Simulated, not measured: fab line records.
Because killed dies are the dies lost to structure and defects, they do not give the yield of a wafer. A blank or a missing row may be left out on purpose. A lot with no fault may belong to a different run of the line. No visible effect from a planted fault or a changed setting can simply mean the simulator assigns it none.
Struck lot and sound lot, side by side ; flow nand-harc ; 37 out of 1159 route steps
Sound: the wafers L604.2, L604.3, L604.4. Struck: wafer L611.2 (left out: L611.3, L611.5 of the same lot, which were not struck); the cause appears at the end.
At each step with rows: each side's tool, then ch and its chambers, then its first start. Under that, the readings that differ: sound wafers ; struck wafers ; difference of the means ; sigmas: that difference in standard deviations of wafers without a fault.
alike: readings whose means differ by less than 2 such deviations, and words and numbers that are the same on both sides. not compared: withheld readings, readings that some wafer has no value for, bounds like >300 that may hide the same value, and numbers for which the record gives no deviation and whose values overlap.
Wherever a step has rows on one side only, a row that says differs or no value, or a row with sigmas, the two part there. When numbers do not overlap yet have no deviation, they are printed without sigmas and do not part them. A reading missing from all wafers of one side parts the sides only when that side holds two or more wafers.

NHARC_A_ONON_D1_THK_MEAS_34: measures by ellipsometry.
  sound on film-metro-01, day 8 19:23; struck on film-metro-02, day 10 20:03
  alike: thk-nm
NHARC_A_ONON_D1_INSPECT_32:
  sound on defect-inspect-01, day 8 19:28; struck on defect-inspect-01, day 10 20:07
reading;sound;struck;difference;sigmas
raw-defect-count;135 86 136;50;-69;-2
then, 9 steps without rows for these wafers: NHARC_A_CHANNEL_HOLE_D1_DEP_00 (deposits aC, target thk 3100 nm); NHARC_A_CHANNEL_HOLE_D1_DEP_01 (deposits SiON, target thk 140 nm); NHARC_A_CHANNEL_HOLE_D1_DEHYDRATE_02 (time 120 s); NHARC_A_CHANNEL_HOLE_D1_HMDS_03 (time 30 s); NHARC_A_CHANNEL_HOLE_D1_COAT_36 (time 75 s); NHARC_A_CHANNEL_HOLE_D1_COAT_37 (time 65 s); NHARC_A_CHANNEL_HOLE_D1_COAT_04 (resist thk 90 nm); NHARC_A_CHANNEL_HOLE_D1_SOFTBAKE_05 (time 55 s); NHARC_A_CHANNEL_HOLE_D1_EBR_06.
NHARC_A_CHANNEL_HOLE_D1_EXPOSE_07: exposes mask HOLE D1, target cd 100 nm.
  sound on arfi-scanner-01 ch 0, day 8 23:12; struck on arfi-scanner-01 ch 0, day 10 23:28
  alike: mask, exposure-dose-mJ-cm2
then, 2 steps without rows for these wafers: NHARC_A_CHANNEL_HOLE_D1_PEB_08 (peb time 65 s); NHARC_A_CHANNEL_HOLE_D1_DEVELOP_09 (develop time 35 s).
NHARC_A_CHANNEL_HOLE_D1_CD_MEAS_10: target cd 100 nm.
  sound on cd-sem-01 ch 0, day 8 23:20; struck on cd-sem-03 ch 0, day 10 23:36
  alike: cd-nm
NHARC_A_CHANNEL_HOLE_D1_OVL_MEAS_11:
  sound on overlay-02, day 8 23:25; struck on overlay-02, day 10 23:41
reading;sound;struck;difference;sigmas
overlay-y-nm (nm);-0.1 -0.1 0.2;1.8;+1.8;+2
  alike: overlay-x-nm
NHARC_A_CHANNEL_HOLE_D1_INSPECT_12:
  sound on defect-inspect-01, day 8 23:28; struck on defect-inspect-01, day 10 23:43
  alike: raw-defect-count
NHARC_A_CHANNEL_HOLE_D1_DESCUM_15: chemistry O2, time 3 s.
  sound on rie-diel-04 ch 0,1,3, day 8 23:32; struck on rie-diel-04 ch 0, day 10 23:47
reading;sound;struck;difference;sigmas
oes-product-au (a.u.);0.978 0.994 0.992;1.013;+0.025;+3
rf-hours-counter-h (h);5 5 5;9;+4;
model.A_CHANNEL_HOLE_D1.cd-nm (nm);101.1 101 100.5;101.9;+1.0;
  alike: drypump-motor-current-A, rf-vpp-V, showerhead-plenum-p-Torr, throttle-valve-pct
then, 2 steps without rows for these wafers: NHARC_A_CHANNEL_HOLE_D1_ETCH_38 (etches the open film in CF4, target depth 39 nm, time 65 s); NHARC_A_CHANNEL_HOLE_D1_ETCH_39 (etches the open film in N2/H2, target depth 260 nm, time 325 s).
NHARC_A_CHANNEL_HOLE_D1_ETCH_34: etches the open film in CF4/CHF3, target depth 154 nm, time 77 s.
  sound: rie-diel-04 ch 0,2,3; struck: rie-diel-04 ch 2
reading;sound;struck;difference;sigmas
rf-hours-counter-h (h);5 5 5;10;+5;
  alike: drypump-motor-current-A, oes-product-au, rf-vpp-V, showerhead-plenum-p-Torr, throttle-valve-pct
then, 1 step without rows for these wafers: NHARC_A_CHANNEL_HOLE_D1_ETCH_16 (etches the open film in O2/COS, target depth 3100 nm, time 806 s).
NHARC_A_CHANNEL_HOLE_D1_CD_MEAS_18:
  sound on cd-sem-01, day 9 00:38; struck on cd-sem-02, day 11 00:55
  alike: cd-nm
NHARC_A_CHANNEL_HOLE_D1_ETCH_19: etches the open film in C4F8/O2/Ar, time 34.5 s.
  sound on har-etch-02 ch 0,1, day 9 00:43; struck on har-etch-01 ch 1, day 11 00:59
  alike: drypump-motor-current-A, showerhead-plenum-p-Torr, throttle-valve-pct
  not compared: rf-hours-counter-h
then, 2 steps without rows for these wafers: NHARC_A_CHANNEL_HOLE_D1_ETCH_20 (etches the open film in C4F8/O2/Ar, time 361.9 s, target depth 1600 nm); NHARC_A_CHANNEL_HOLE_D1_ETCH_21 (etches the open film in C4F8/O2/Ar, time 514.3 s, target depth 1600 nm).
NHARC_A_CHANNEL_HOLE_D1_ETCH_22: etches the open film in C4F8/O2/Ar, time 666.7 s, target depth 1600 nm.
  sound on har-etch-02 ch 0,1, day 9 01:40; struck on har-etch-01 ch 1, day 11 01:51
reading;sound;struck;difference;sigmas
showerhead-plenum-p-Torr (Torr);3.81 3.87 3.81;3.57;-0.26;-2
  alike: drypump-motor-current-A, throttle-valve-pct
  not compared: rf-hours-counter-h
then, 3 steps without rows for these wafers: NHARC_A_CHANNEL_HOLE_D1_ETCH_23 (etches the open film in C4F8/O2/Ar, time 819 s, target depth 1600 nm); NHARC_A_CHANNEL_HOLE_D1_ETCH_24 (etches the open film in C4F8/O2/Ar, time 906.2 s, target depth 1500 nm); NHARC_A_CHANNEL_HOLE_D1_ETCH_25 (etches the open film in C4F8/O2/Ar, time 1040.2 s, target depth 1500 nm).
NHARC_A_CHANNEL_HOLE_D1_ETCH_26: etches the open film in C4F8/O2/Ar, time 224.1 s, target depth 300 nm.
  sound on har-etch-02 ch 0,1, day 9 04:31; struck on har-etch-01 ch 1, day 11 04:45
  alike: drypump-motor-current-A, showerhead-plenum-p-Torr, throttle-valve-pct
  not compared: rf-hours-counter-h
NHARC_A_CHANNEL_HOLE_D1_ETCH_33: etches the open film in C4F8/O2/Ar, time 90 s, target depth 400 nm.
  sound on har-etch-02 ch 0,1, day 9 04:43; struck on har-etch-01 ch 1, day 11 04:57
  alike: drypump-motor-current-A, showerhead-plenum-p-Torr, throttle-valve-pct
  not compared: rf-hours-counter-h
then, 3 steps without rows for these wafers: NHARC_A_CHANNEL_HOLE_D1_STRIP_41 (strips in N2/H2); NHARC_A_CHANNEL_HOLE_D1_STRIP_42 (strips in CF4/CHF3); NHARC_A_CHANNEL_HOLE_D1_STRIP_43 (strips in O2/COS).
NHARC_A_CHANNEL_HOLE_D1_ETCH_44: etches the open film in CF4/O2, target depth 140 nm, overetch 14 nm, time 77 s.
  sound on rie-diel-09 ch 1,2,3, day 9 05:26; struck on rie-diel-10 ch 2, day 11 05:43
reading;sound;struck;difference;sigmas
rf-hours-counter-h (h);6 6 6;5;-1;
model.A_CHANNEL_HOLE_D1.cd-nm (nm);90.28 89.89 90.31;92.73;+2.57;
  alike: drypump-motor-current-A, oes_ar_750_au, oes-product-au, rf-vpp-V, showerhead-plenum-p-Torr, throttle-valve-pct
then, 1 step without rows for these wafers: NHARC_A_CHANNEL_HOLE_D1_STRIP_27 (strips in O2).

WHERE THEY PART
First at NHARC_A_ONON_D1_INSPECT_32; last, within this record, at NHARC_A_CHANNEL_HOLE_D1_ETCH_22. Later steps at which nothing parts them and some readings are alike: NHARC_A_CHANNEL_HOLE_D1_ETCH_26, NHARC_A_CHANNEL_HOLE_D1_ETCH_33, NHARC_A_CHANNEL_HOLE_D1_ETCH_44.

WHY: what the simulator had put in
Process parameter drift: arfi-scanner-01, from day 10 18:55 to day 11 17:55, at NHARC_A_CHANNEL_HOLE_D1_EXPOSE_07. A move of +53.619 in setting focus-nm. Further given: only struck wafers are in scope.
